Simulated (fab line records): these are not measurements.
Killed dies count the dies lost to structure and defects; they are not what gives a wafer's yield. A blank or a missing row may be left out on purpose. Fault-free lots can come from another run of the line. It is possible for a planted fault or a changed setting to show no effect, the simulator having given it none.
A lot that was struck, set against a sound lot / flow n5Finfet / 15 steps out of a route of 1938
Sound: wafers L805.2, L805.3, L805.5. Struck: wafer L823.4 (left out: L823.6, a lot-mate that was not struck); the cause follows at the end.
At each step with rows: each side's tool, then ch and its chambers, then its first start. Under that, the readings that differ: sound wafers / struck wafers / difference of the means / sigmas: that difference in standard deviations of wafers without a fault.
alike: readings with means less than 2 such deviations apart, plus words and numbers identical on both sides. not compared: withheld readings, readings lacking a value on some wafer, bounds such as >300 that could conceal the same value, and numbers that have no deviation in the record and whose values overlap.
The two part at a step that has a row with sigmas, a row that says differs or no value, or rows on one side only. Numbers that have no deviation but don't overlap get no sigmas and don't part them. Lack of a reading on every wafer of one side parts them only where that side has two or more wafers.

first, 5 steps without rows for these wafers: N5_BEOL_M10_EBR_24; N5_BEOL_M10_SOFTBAKE_23 (time 60 s); N5_BEOL_M10_EXPOSE_25 (exposes mask V9); N5_BEOL_M10_PEB_26 (peb time 60 s); N5_BEOL_M10_DEVELOP_27 (develop time 30 s).
N5_BEOL_M10_CD_MEAS_28: target cd 70 nm.
  sound on cdSem-01 ch 0, day 9 14:37; struck on cdSem-02 ch 0, day 15 01:56
reading=cdNm (nm); sound=71.7 72.3 71.3; struck=68.2; difference=-3.6; sigmas=-4
N5_BEOL_M10_OVL_MEAS_29:
  sound on overlay-02 ch 0, day 9 14:39; struck on overlay-02 ch 0, day 15 01:57
  alike: V9_OVL
N5_BEOL_M10_INSPECT_30: inspects for defects (brightfield).
  sound: defectInspect-02 at day 9 14:40; struck: defectInspect-01 at day 15 01:59
  alike: rawDefectCount
N5_BEOL_M10_DESCUM_33: chemistry O2, time 7.9 s.
  sound on rieDiel-01 ch 1,2, day 9 14:57; struck on rieDiel-02 ch 2, day 15 02:01
  alike: drypumpMotorCurrentA, oesProductAu, rfFwdPowerW, rfVppV, showerheadPlenumPTorr, throttleValvePct
  not compared: rfHoursCounterH
N5_BEOL_M10_ETCH_65: etches SiARC in CF4, target depth 39 nm, time 65 s.
  sound on rieDiel-01 ch 1,2, day 9 14:59; struck on rieDiel-02 ch 2, day 15 02:03
  alike: drypumpMotorCurrentA, etchRfOnTimeS, oesProductAu, rfFwdPowerW, rfVppV, showerheadPlenumPTorr, throttleValvePct
  not compared: rfHoursCounterH
N5_BEOL_M10_ETCH_66: etches SOC in N2/H2, target depth 120 nm, overetch 24 nm, time 180 s.
  sound on rieDiel-01 ch 1,2, day 9 15:02; struck on rieDiel-02 ch 2, day 15 02:06
  alike: drypumpMotorCurrentA, n2FlowSccm, oesProductAu, rfFwdPowerW, rfVppV, runLengthS, showerheadPlenumPTorr, throttleValvePct
  not compared: rfHoursCounterH
then, 1 step without rows for these wafers: N5_BEOL_M10_STRIP_69 (strips in N2/H2).
N5_BEOL_M10_VIA_ETCH_34: etches SiCOH lowk in C4F6/O2, target depth 184.5 nm, time 69.2 s.
  sound on rieDiel-01 ch 1,2, day 9 15:09; struck on rieDiel-02 ch 2, day 15 02:13
reading=runLengthS (s); sound=92.4 91.9 91.9; struck=100.1; difference=+8.0; sigmas=+24
reading=model.etch.depthNm (nm); sound=184.3 181.8 184.2; struck=207.7; difference=+24.3; sigmas=
reading=model.SOC_of_BEOL_M10_COAT_63.thkNm (nm); sound=92.2 92 92.2; struck=91; difference=-1; sigmas=
  alike: drypumpMotorCurrentA, oesProductAu, rfFwdPowerW, rfVppV, showerheadPlenumPTorr, throttleValvePct
  not compared: rfHoursCounterH
then, 1 step without rows for these wafers: N5_BEOL_M10_STRIP_73 (strips in C4F6/O2).
-- record jumps: 2 days separate the struck wafers' starts on either side; left off in module BEOL_M10, taken up again in module PASSIVATION, whose first shown step is the route's number 1936 --
N5_PASSIVATION_PROBE_49:
  sound: prober-02 at day 11 18:26; struck: prober-02 at day 17 08:46
reading=sort_bin_4_leakage (%); sound=0.08 0 0; struck=0; difference=+0; sigmas=-4
reading=sort_bin_6_memory (%); sound=3.2 2.5 3.1; struck=4.7; difference=+1.8; sigmas=+3
  alike: defectLimitedYield, killed_at_M0_to_M3, killed_at_M4_up, killedAtContacts, killedAtFrontEnd, killedAtOther, killedDies, killedOpen, killedShort, sort_bin_5_function, sort_bin_8_speed, sortNPass, sortYieldPct

## WHERE THEY PART
First at N5_BEOL_M10_CD_MEAS_28; last, within this record, at N5_PASSIVATION_PROBE_49.

WHY: what had been put in by the simulator
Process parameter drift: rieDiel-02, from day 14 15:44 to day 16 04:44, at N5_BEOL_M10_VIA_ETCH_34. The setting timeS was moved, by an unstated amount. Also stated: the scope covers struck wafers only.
